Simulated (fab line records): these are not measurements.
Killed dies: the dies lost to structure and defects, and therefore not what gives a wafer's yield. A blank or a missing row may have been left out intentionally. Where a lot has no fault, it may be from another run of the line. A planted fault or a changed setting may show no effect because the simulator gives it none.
A struck lot beside a sound one / flow nand_harc / 14 steps out of a route of 1302
Sound: wafers L779.2, L779.4, L779.6. Struck: wafer L792.4. (L792.1 of the same lot was not struck and is left out.) The cause comes at the end.
Order at every step that has rows: each side's tool, ch and its chambers, its first start. Under that, the readings that differ: sound wafers / struck wafers / difference of the means / sigmas: that difference in standard deviations of wafers without a fault.
alike: a reading whose means differ by less than 2 such deviations, as well as words and numbers matching on both sides. not compared: withheld readings; readings where some wafer has no value; bounds like >300 that might hide an equal value; numbers whose values overlap and for which the record gives no deviation.
Wherever a step has rows on one side only, a row that says differs or no value, or a row with sigmas, the two part there. When numbers do not overlap yet have no deviation, they are printed without sigmas and do not part them. Lack of a reading on every wafer of one side parts them only where that side has two or more wafers.

NHARC_A_WL_FILL_CVD_03: deposits W, target thk 40 nm, time 279 s.
  sound on cvd_w-02 ch 0,1, day 21 07:47; struck on cvd_w-01 ch 0, day 27 14:47
reading=mfc_ar_sccm (sccm); sound=1554 1551 1557; struck=1564; difference=+10; sigmas=+2
  alike: heater_power_w, throttle_valve_pct
then, 2 steps without rows for these wafers: NHARC_A_WL_FILL_ETCHBACK_04 (etches the open film in NF3, target depth 60 nm, time 120 s); NHARC_A_WL_FILL_ETCHBACK_05 (etches the open film in Cl2/BCl3, target depth 22 nm, time 60 s).
NHARC_A_WL_FILL_STRIP_27: strips in N2/H2, time 20 s.
  sound on plasma_asher-01 ch 0,1, day 21 08:29; struck on plasma_asher-01 ch 1, day 27 15:29
  alike: drypump_motor_current_A, heater_power_w
  not compared: rf_hours_counter_h
then, 4 steps without rows for these wafers: NHARC_A_WL_FILL_STRIP_28 (strips in post etch residue remover, time 1200 s); NHARC_A_WL_FILL_PRECLEAN_06 (cleans in DIW, time 300 s); NHARC_A_WL_FILL_SRD_07; NHARC_A_WL_FILL_ANNEAL_08 (time 1800 s).
NHARC_A_WL_FILL_ALD_10: deposits SiO2, target thk 50 nm, pulse time 10 s, ald cycles 500.
  sound on ald_hk-03 ch 1,2, day 21 14:13; struck on ald_hk-04 ch 2, day 27 20:55
  alike: heater_power_w, precursor_pulse_height_rel
NHARC_A_WL_FILL_ETCHBACK_16: etches the open film in C4F8/O2/Ar, target depth 120 nm, time 24 s.
  sound on rie_diel-01 ch 0,1,2; struck on rie_diel-01 ch 0
  alike: bias_w, oes_product_au, rf_vpp_V, run_length_s
  not compared: rf_hours_counter_h
NHARC_A_WL_FILL_STRIP_29: strips in O2, time 20 s.
  sound on rie_diel-01 ch 0,1,3, day 21 18:55; struck on rie_diel-01 ch 2, day 28 01:08
reading=oes_product_au (a.u.); sound=1.010 1.008 1.013; struck=0.988; difference=-0.022; sigmas=-2
  alike: drypump_motor_current_A, mfc_ar_sccm, rf_vpp_V, showerhead_plenum_p_Torr, throttle_valve_pct
  not compared: rf_hours_counter_h
NHARC_A_WL_FILL_ETCHBACK_17: etches the open film in Cl2/BCl3, target depth 4 nm, time 26.7 s.
  sound on rie_metal-01 ch 0, day 21 19:01; struck on rie_metal-01 ch 1, day 28 01:13
reading=run_length_s (s); sound=48.1 48.1 48.1; struck=40.6; difference=-7.5; sigmas=-20
  alike: drypump_motor_current_A, oes_product_au
  not compared: rf_hours_counter_h
then, 1 step without rows for these wafers: NHARC_A_WL_FILL_PRECLEAN_18 (cleans in dHF, time 30 s).
-- break in the record here, with 4 days between the starts of the struck wafers on either side (left off in module A_WL_FILL, picked up again in module END, where the first step shown is number 1302 on the route) --
NHARC_END_SORT_01:
  only the struck wafers appear in the record here, on prober-01 ch 0 at day 31 16:09; the sound ones have no rows

## WHERE THEY PART
Earliest at NHARC_A_WL_FILL_CVD_03; latest, in this record, at NHARC_END_SORT_01.

WHY: the cause the simulator had injected
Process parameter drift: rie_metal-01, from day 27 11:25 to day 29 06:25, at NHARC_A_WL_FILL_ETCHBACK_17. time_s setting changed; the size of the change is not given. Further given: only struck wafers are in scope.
